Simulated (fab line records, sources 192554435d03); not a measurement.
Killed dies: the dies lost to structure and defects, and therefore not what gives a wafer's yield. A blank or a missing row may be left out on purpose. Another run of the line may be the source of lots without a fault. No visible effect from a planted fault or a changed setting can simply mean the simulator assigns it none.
Which tool was responsible? / flow n5 finfet / Sampling: 7 lots, 21 wafers, 8 of 1938 route steps

WHAT THE GAUGES SHOWED, per wafer
N5_BEOL_M4_OCD_MEAS_38. Usual: 55.6 nm for trench depth nm, sd 1.1.
lot=L586; measured=day 9 02:37; on=ocd-01; trench depth nm (nm)=56.3 54.3 56.5; flag=
lot=L588; measured=day 10 08:59; on=ocd-02; trench depth nm (nm)=58.3 60.7 61.4; flag=OFF
lot=L593; measured=day 10 14:23; on=ocd-02; trench depth nm (nm)=62.1 61.0 61.6; flag=OFF
lot=L597; measured=day 11 23:10; on=ocd-02; trench depth nm (nm)=55.8 54.8 56.9; flag=
lot=L600; measured=day 12 12:53; on=ocd-01; trench depth nm (nm)=55.8 56.1 56.4; flag=
lot=L606; measured=day 13 20:12; on=ocd-02; trench depth nm (nm)=55.8 54.1 55.3; flag=
lot=L605; measured=day 13 23:56; on=ocd-01; trench depth nm (nm)=56.7 56.2 53.5; flag=

N5_BEOL_M4_THK_MEAS_53: measures by xrf. Usual: M4_THK typically reads 40.8 nm, with standard deviation 1.5.
lot=L586; measured=day 9 08:05; on=film metro-02; M4_THK (nm)=40.3 39.4 40.1; flag=
lot=L588; measured=day 10 15:14; on=film metro-02; M4_THK (nm)=44.1 45.2 46.3; flag=
lot=L593; measured=day 10 20:29; on=film metro-01; M4_THK (nm)=48.4 45.7 48.3; flag=OFF
lot=L597; measured=day 12 02:44; on=film metro-01; M4_THK (nm)=41.6 41.6 43.5; flag=
lot=L600; measured=day 12 17:20; on=film metro-02; M4_THK (nm)=39.6 42.2 41.9; flag=
lot=L606; measured=day 14 00:34; on=film metro-01; M4_THK (nm)=38.4 39.5 38.7; flag=
lot=L605; measured=day 14 03:58; on=film metro-02; M4_THK (nm)=40.1 41.0 36.9; flag=

N5_BEOL_M4_RS_MEAS_58: a four-point-probe measurement. Usual: M4_RS typically reads 0.66 ohm/sq, with standard deviation 0.031.
lot=L586; measured=day 9 08:20; on=film metro-02; M4_RS (ohm/sq)=0.67 0.70 0.68; flag=
lot=L588; measured=day 10 15:30; on=film metro-02; M4_RS (ohm/sq)=0.60 0.59 0.57; flag=
lot=L593; measured=day 10 20:44; on=film metro-02; M4_RS (ohm/sq)=0.53 0.57 0.53; flag=OFF
lot=L597; measured=day 12 03:00; on=film metro-01; M4_RS (ohm/sq)=0.64 0.64 0.61; flag=
lot=L600; measured=day 12 17:35; on=film metro-02; M4_RS (ohm/sq)=0.68 0.63 0.64; flag=
lot=L606; measured=day 14 00:53; on=film metro-02; M4_RS (ohm/sq)=0.71 0.68 0.70; flag=
lot=L605; measured=day 14 04:15; on=film metro-01; M4_RS (ohm/sq)=0.68 0.66 0.76; flag=

N5_BEOL_M4_RC_MEAS_101. Usual: DIBL_N 36.3 mV/V, standard deviation 1.8; DIBL_P 36.5 mV/V, standard deviation 2.1; IOFF_N 0.16 nA/um, standard deviation 0.031; IOFF_P 0.22 nA/um, standard deviation 0.038; ION_N 677 uA/um, standard deviation 12; ION_P 466 uA/um, standard deviation 7.8; SS_N 71.5 mV/dec, standard deviation 0.61; SS_P 73.2 mV/dec, standard deviation 0.7; VT_N 249 mV, standard deviation 3; VT_P -248.9 mV, standard deviation 3.
lot=L586; measured=day 9 09:10; on=prober-02; DIBL_N (mV/V)=35.9 36.7 36.4; DIBL_P (mV/V)=36.8 37.7 37.2; IOFF_N (nA/um)=0.15 0.17 0.16; IOFF_P (nA/um)=0.20 0.22 0.20; ION_N (uA/um)=667 664 687; ION_P (uA/um)=456 459 463; SS_N (mV/dec)=72.2 72.4 71.9; SS_P (mV/dec)=73.3 73.4 73.5; VT_N (mV)=250 252 248; VT_P (mV)=-249.2 -251.5 -251.7; flag=
lot=L588; measured=day 10 15:43; on=prober-01; DIBL_N (mV/V)=38.0 38.9 37.6; DIBL_P (mV/V)=38.8 39.3 37.4; IOFF_N (nA/um)=0.20 0.21 0.17; IOFF_P (nA/um)=0.24 0.25 0.22; ION_N (uA/um)=697 705 679; ION_P (uA/um)=470 468 458; SS_N (mV/dec)=72.1 71.5 71.4; SS_P (mV/dec)=74.1 74.0 74.1; VT_N (mV)=246 246 249; VT_P (mV)=-249.7 -250.0 -252.2; flag=
lot=L593; measured=day 10 20:47; on=prober-01; DIBL_N (mV/V)=39.5 37.6 40.1; DIBL_P (mV/V)=38.0 36.5 38.6; IOFF_N (nA/um)=0.17 0.16 0.18; IOFF_P (nA/um)=0.22 0.22 0.23; ION_N (uA/um)=673 673 686; ION_P (uA/um)=458 468 466; SS_N (mV/dec)=72.5 71.8 72.8; SS_P (mV/dec)=74.0 72.9 74.0; VT_N (mV)=249 250 250; VT_P (mV)=-249.8 -250.6 -247.5; flag=
lot=L597; measured=day 12 03:03; on=prober-02; DIBL_N (mV/V)=36.2 35.5 39.4; DIBL_P (mV/V)=36.2 36.1 40.5; IOFF_N (nA/um)=0.15 0.15 0.21; IOFF_P (nA/um)=0.23 0.22 0.32; ION_N (uA/um)=666 679 687; ION_P (uA/um)=464 474 479; SS_N (mV/dec)=71.3 71.7 71.9; SS_P (mV/dec)=73.1 73.5 73.8; VT_N (mV)=252 247 244; VT_P (mV)=-248.3 -250.4 -243.2; flag=
lot=L600; measured=day 12 17:38; on=prober-01; DIBL_N (mV/V)=35.2 35.4 36.0; DIBL_P (mV/V)=34.0 34.4 35.0; IOFF_N (nA/um)=0.14 0.14 0.16; IOFF_P (nA/um)=0.20 0.20 0.22; ION_N (uA/um)=668 670 685; ION_P (uA/um)=466 470 478; SS_N (mV/dec)=71.4 70.9 71.8; SS_P (mV/dec)=72.5 72.0 72.4; VT_N (mV)=251 250 248; VT_P (mV)=-248.6 -248.9 -248.1; flag=
lot=L606; measured=day 14 01:23; on=prober-01; DIBL_N (mV/V)=34.1 34.1 38.3; DIBL_P (mV/V)=35.5 34.8 40.8; IOFF_N (nA/um)=0.14 0.14 0.23; IOFF_P (nA/um)=0.20 0.19 0.31; ION_N (uA/um)=680 661 698; ION_P (uA/um)=469 457 477; SS_N (mV/dec)=71.8 71.4 71.7; SS_P (mV/dec)=72.6 72.4 73.5; VT_N (mV)=250 249 245; VT_P (mV)=-250.0 -249.1 -246.5; flag=
lot=L605; measured=day 14 04:28; on=prober-01; DIBL_N (mV/V)=36.1 36.2 36.2; DIBL_P (mV/V)=36.8 36.5 37.3; IOFF_N (nA/um)=0.17 0.16 0.16; IOFF_P (nA/um)=0.23 0.23 0.25; ION_N (uA/um)=682 682 683; ION_P (uA/um)=469 475 467; SS_N (mV/dec)=71.8 71.7 71.4; SS_P (mV/dec)=73.2 72.9 73.1; VT_N (mV)=248 248 249; VT_P (mV)=-249.1 -246.7 -244.5; flag=

WHAT TOOL EACH LOT RAN ON (gives the tool, then ch and the chambers of the sampled wafers, and finally the start)
lot=L586; N5_BEOL_M4_ETCH_69=rie diel-05 ch 0,1,2, day 8 22:26; N5_BEOL_M4_ETCHBACK_99=rie diel-01 ch 1,2, day 9 02:13; N5_BEOL_M4_TRENCH_ETCH_37=rie diel-01 ch 1,2, day 9 02:28; N5_BEOL_M4_ALD_84=ald metal-01 ch 0,3, day 9 03:12
lot=L588; N5_BEOL_M4_ETCH_69=rie diel-01 ch 1,2,3, day 9 14:57; N5_BEOL_M4_ETCHBACK_99=rie diel-01 ch 1,2,3, day 10 08:35; N5_BEOL_M4_TRENCH_ETCH_37=rie diel-01 ch 1,2,3, day 10 08:50; N5_BEOL_M4_ALD_84=ald metal-04 ch 0,1,3, day 10 11:41
lot=L593; N5_BEOL_M4_ETCH_69=rie diel-02 ch 0,3, day 10 08:46; N5_BEOL_M4_ETCHBACK_99=rie diel-01 ch 1,3, day 10 14:00; N5_BEOL_M4_TRENCH_ETCH_37=rie diel-01 ch 1,3, day 10 14:14; N5_BEOL_M4_ALD_84=ald metal-02 ch 1,3, day 10 15:05
lot=L597; N5_BEOL_M4_ETCH_69=rie diel-01 ch 0,1,2, day 11 21:50; N5_BEOL_M4_ETCHBACK_99=rie diel-05 ch 0,1, day 11 22:46; N5_BEOL_M4_TRENCH_ETCH_37=rie diel-05 ch 0,1, day 11 23:01; N5_BEOL_M4_ALD_84=ald metal-02 ch 2,3, day 11 23:35
lot=L600; N5_BEOL_M4_ETCH_69=rie diel-02 ch 2,3, day 12 05:11; N5_BEOL_M4_ETCHBACK_99=rie diel-02 ch 0,1,2, day 12 12:29; N5_BEOL_M4_TRENCH_ETCH_37=rie diel-02 ch 0,1,2, day 12 12:44; N5_BEOL_M4_ALD_84=ald metal-01 ch 0,2,3, day 12 13:43
lot=L606; N5_BEOL_M4_ETCH_69=rie diel-01 ch 0,1,3, day 13 15:15; N5_BEOL_M4_ETCHBACK_99=rie diel-05 ch 0,2,3, day 13 19:49; N5_BEOL_M4_TRENCH_ETCH_37=rie diel-05 ch 0,2,3, day 13 20:04; N5_BEOL_M4_ALD_84=ald metal-04 ch 0,1,2, day 13 21:05
lot=L605; N5_BEOL_M4_ETCH_69=rie diel-05 ch 0,3, day 13 17:25; N5_BEOL_M4_ETCHBACK_99=rie diel-01 ch 0,1,3, day 13 23:32; N5_BEOL_M4_TRENCH_ETCH_37=rie diel-01 ch 0,1,3, day 13 23:47; N5_BEOL_M4_ALD_84=ald metal-04 ch 1,3, day 14 00:31
- N5_BEOL_M4_ETCH_69: etches SiARC in CF4, target depth 15.6 nm, time 26 s.
- N5_BEOL_M4_ETCHBACK_99: etches SiO2 in CHF3, target depth 5 nm, time 10.4 s.
- N5_BEOL_M4_TRENCH_ETCH_37: etches SiOC in C4F6/O2, target depth 55.555 nm, time 29.2 s.
- N5_BEOL_M4_ALD_84: deposits TaN, pulse time 2 s, purge time 3 s, co reactant purge time 2 s.

WHAT THE TOOLS THEMSELVES READ (means of the sampled wafers that have a number; where no wafer has one, the mark that the record gives instead)
N5_BEOL_M4_ETCH_69. Usual: bias w 36.00 W, standard deviation 0.12; drypump motor current A 5.9 A, standard deviation 0.59; etch rf on time s 25.9 s, standard deviation 0.66; oes product au 0.66 a.u., standard deviation 0.071; rf fwd power W 532.2 W, standard deviation 2; rf vpp V 184.2 V, standard deviation 1.3; showerhead plenum p Torr 2.17 Torr, standard deviation 0.077; throttle valve pct 15.58 %, standard deviation 0.19.
lot=L586; tool=rie diel-05; bias w (W)=35.92; drypump motor current A (A)=5.9; etch rf on time s (s)=26.5; oes product au (a.u.)=0.59; rf fwd power W (W)=532.6; rf vpp V (V)=184.4; showerhead plenum p Torr (Torr)=2.18; throttle valve pct (%)=15.71; flag=
lot=L588; tool=rie diel-01; bias w (W)=35.93; drypump motor current A (A)=5.4; etch rf on time s (s)=25.5; oes product au (a.u.)=0.68; rf fwd power W (W)=531.8; rf vpp V (V)=184.5; showerhead plenum p Torr (Torr)=2.13; throttle valve pct (%)=15.52; flag=
lot=L593; tool=rie diel-02; bias w (W)=35.97; drypump motor current A (A)=6.1; etch rf on time s (s)=25.7; oes product au (a.u.)=0.70; rf fwd power W (W)=531.1; rf vpp V (V)=186.3; showerhead plenum p Torr (Torr)=2.26; throttle valve pct (%)=15.60; flag=
lot=L597; tool=rie diel-01; bias w (W)=35.99; drypump motor current A (A)=5.9; etch rf on time s (s)=26.5; oes product au (a.u.)=0.62; rf fwd power W (W)=532.1; rf vpp V (V)=184.4; showerhead plenum p Torr (Torr)=2.14; throttle valve pct (%)=15.68; flag=
lot=L600; tool=rie diel-02; bias w (W)=36.05; drypump motor current A (A)=5.8; etch rf on time s (s)=25.3; oes product au (a.u.)=0.70; rf fwd power W (W)=532.4; rf vpp V (V)=185.3; showerhead plenum p Torr (Torr)=2.18; throttle valve pct (%)=15.60; flag=
lot=L606; tool=rie diel-01; bias w (W)=36.01; drypump motor current A (A)=6.0; etch rf on time s (s)=25.8; oes product au (a.u.)=0.65; rf fwd power W (W)=531.1; rf vpp V (V)=184.0; showerhead plenum p Torr (Torr)=2.15; throttle valve pct (%)=15.63; flag=
lot=L605; tool=rie diel-05; bias w (W)=35.97; drypump motor current A (A)=5.8; etch rf on time s (s)=25.9; oes product au (a.u.)=0.78; rf fwd power W (W)=531.2; rf vpp V (V)=183.7; showerhead plenum p Torr (Torr)=2.22; throttle valve pct (%)=15.46; flag=

N5_BEOL_M4_ETCHBACK_99. Usual: bias w 46.98 W, standard deviation 0.14; drypump motor current A 5.9 A, standard deviation 0.6; oes product au 0.79 a.u., standard deviation 0.086; rf vpp V 241 V, standard deviation 3.9; showerhead plenum p Torr 2.19 Torr, standard deviation 0.085; throttle valve pct 17.03 %, standard deviation 0.19.
lot=L586; tool=rie diel-01; bias w (W)=46.91; drypump motor current A (A)=5.7; oes product au (a.u.)=0.78; rf vpp V (V)=242; showerhead plenum p Torr (Torr)=2.20; throttle valve pct (%)=17.07; flag=
lot=L588; tool=rie diel-01; bias w (W)=47.01; drypump motor current A (A)=5.4; oes product au (a.u.)=0.78; rf vpp V (V)=239; showerhead plenum p Torr (Torr)=2.14; throttle valve pct (%)=17.01; flag=
lot=L593; tool=rie diel-01; bias w (W)=46.98; drypump motor current A (A)=5.8; oes product au (a.u.)=0.81; rf vpp V (V)=242; showerhead plenum p Torr (Torr)=2.21; throttle valve pct (%)=17.02; flag=
lot=L597; tool=rie diel-05; bias w (W)=46.98; drypump motor current A (A)=5.9; oes product au (a.u.)=0.88; rf vpp V (V)=246; showerhead plenum p Torr (Torr)=2.18; throttle valve pct (%)=16.97; flag=
lot=L600; tool=rie diel-02; bias w (W)=47.00; drypump motor current A (A)=6.1; oes product au (a.u.)=0.78; rf vpp V (V)=244; showerhead plenum p Torr (Torr)=2.21; throttle valve pct (%)=16.85; flag=
lot=L606; tool=rie diel-05; bias w (W)=46.94; drypump motor current A (A)=5.8; oes product au (a.u.)=0.84; rf vpp V (V)=240; showerhead plenum p Torr (Torr)=2.24; throttle valve pct (%)=17.08; flag=
lot=L605; tool=rie diel-01; bias w (W)=46.97; drypump motor current A (A)=6.0; oes product au (a.u.)=0.76; rf vpp V (V)=243; showerhead plenum p Torr (Torr)=2.17; throttle valve pct (%)=17.14; flag=

N5_BEOL_M4_TRENCH_ETCH_37. Usual: bias w 185.0 W, standard deviation 0.53; drypump motor current A 5.9 A, standard deviation 0.6; oes_f_703_au 0.78 a.u., standard deviation 0.087; oes product au 0.79 a.u., standard deviation 0.086; rf fwd power W 350.0 W, standard deviation 1.8; rf vpp V 668 V, standard deviation 11; showerhead plenum p Torr 2.89 Torr, standard deviation 0.11; throttle valve pct 20.82 %, standard deviation 0.21.
lot=L586; tool=rie diel-01; bias w (W)=184.7; drypump motor current A (A)=5.8; oes_f_703_au (a.u.)=0.77; oes product au (a.u.)=0.78; rf fwd power W (W)=349.7; rf vpp V (V)=671; showerhead plenum p Torr (Torr)=2.90; throttle valve pct (%)=20.87; flag=
lot=L588; tool=rie diel-01; bias w (W)=184.5; drypump motor current A (A)=5.4; oes_f_703_au (a.u.)=0.99; oes product au (a.u.)=0.82; rf fwd power W (W)=434.7; rf vpp V (V)=595; showerhead plenum p Torr (Torr)=2.83; throttle valve pct (%)=20.83; flag=OFF
lot=L593; tool=rie diel-01; bias w (W)=185.3; drypump motor current A (A)=5.8; oes_f_703_au (a.u.)=1.04; oes product au (a.u.)=0.86; rf fwd power W (W)=434.9; rf vpp V (V)=600; showerhead plenum p Torr (Torr)=2.92; throttle valve pct (%)=20.85; flag=OFF
lot=L597; tool=rie diel-05; bias w (W)=185.3; drypump motor current A (A)=5.9; oes_f_703_au (a.u.)=0.84; oes product au (a.u.)=0.86; rf fwd power W (W)=351.1; rf vpp V (V)=680; showerhead plenum p Torr (Torr)=2.88; throttle valve pct (%)=20.77; flag=
lot=L600; tool=rie diel-02; bias w (W)=185.2; drypump motor current A (A)=6.1; oes_f_703_au (a.u.)=0.78; oes product au (a.u.)=0.78; rf fwd power W (W)=352.1; rf vpp V (V)=675; showerhead plenum p Torr (Torr)=2.92; throttle valve pct (%)=20.62; flag=
lot=L606; tool=rie diel-05; bias w (W)=184.5; drypump motor current A (A)=5.9; oes_f_703_au (a.u.)=0.84; oes product au (a.u.)=0.83; rf fwd power W (W)=349.8; rf vpp V (V)=665; showerhead plenum p Torr (Torr)=2.96; throttle valve pct (%)=20.90; flag=
lot=L605; tool=rie diel-01; bias w (W)=185.4; drypump motor current A (A)=6.0; oes_f_703_au (a.u.)=0.75; oes product au (a.u.)=0.76; rf fwd power W (W)=347.7; rf vpp V (V)=668; showerhead plenum p Torr (Torr)=2.86; throttle valve pct (%)=20.94; flag=

N5_BEOL_M4_ALD_84. Usual: heater power w 418 W, standard deviation 44; precursor vessel carrier sccm 1000.3 sccm, standard deviation 2.9; precursor vessel pressure torr 26.25 Torr, standard deviation 0.049.
lot=L586; tool=ald metal-01; heater power w (W)=395; precursor vessel carrier sccm (sccm)=1002.0; precursor vessel pressure torr (Torr)=26.22; flag=
lot=L588; tool=ald metal-04; heater power w (W)=400; precursor vessel carrier sccm (sccm)=1002.3; precursor vessel pressure torr (Torr)=26.25; flag=
lot=L593; tool=ald metal-02; heater power w (W)=442; precursor vessel carrier sccm (sccm)=1002.3; precursor vessel pressure torr (Torr)=26.31; flag=
lot=L597; tool=ald metal-02; heater power w (W)=471; precursor vessel carrier sccm (sccm)=999.5; precursor vessel pressure torr (Torr)=26.27; flag=
lot=L600; tool=ald metal-01; heater power w (W)=432; precursor vessel carrier sccm (sccm)=997.5; precursor vessel pressure torr (Torr)=26.26; flag=
lot=L606; tool=ald metal-04; heater power w (W)=384; precursor vessel carrier sccm (sccm)=999.1; precursor vessel pressure torr (Torr)=26.24; flag=
lot=L605; tool=ald metal-04; heater power w (W)=418; precursor vessel carrier sccm (sccm)=1003.0; precursor vessel pressure torr (Torr)=26.25; flag=

THE ANSWER, worked out from the rows above alone
Rule: a lot is off if the mean of its wafers that have a number lies more than 3 standard deviations from the usual mean. A lot without any number at a reading at which 4 lots or more have one is off too. All remaining lots with rows at the step are treated as sound. After the gauges, taken in route order, come the tools' own readings; for these a lot's mean is taken, as printed above. The first step at which some lot is off is used, and at that step the reading that is off furthest; a lot without a number counts as furthest.
Off, at N5_BEOL_M4_OCD_MEAS_38 on trench depth nm: L588, L593.
A tool fits if, at a process step before that reading, it ran every lot that is off, and no sound lot after the first of them. The gauges at N5_BEOL_M4_OCD_MEAS_38 aren't tried: what is off there is off at N5_BEOL_M4_TRENCH_ETCH_37 too, on other tools, and a gauge's error can't cause that. No candidate that was tried fits.

WHAT THE SIMULATOR HAD INSERTED
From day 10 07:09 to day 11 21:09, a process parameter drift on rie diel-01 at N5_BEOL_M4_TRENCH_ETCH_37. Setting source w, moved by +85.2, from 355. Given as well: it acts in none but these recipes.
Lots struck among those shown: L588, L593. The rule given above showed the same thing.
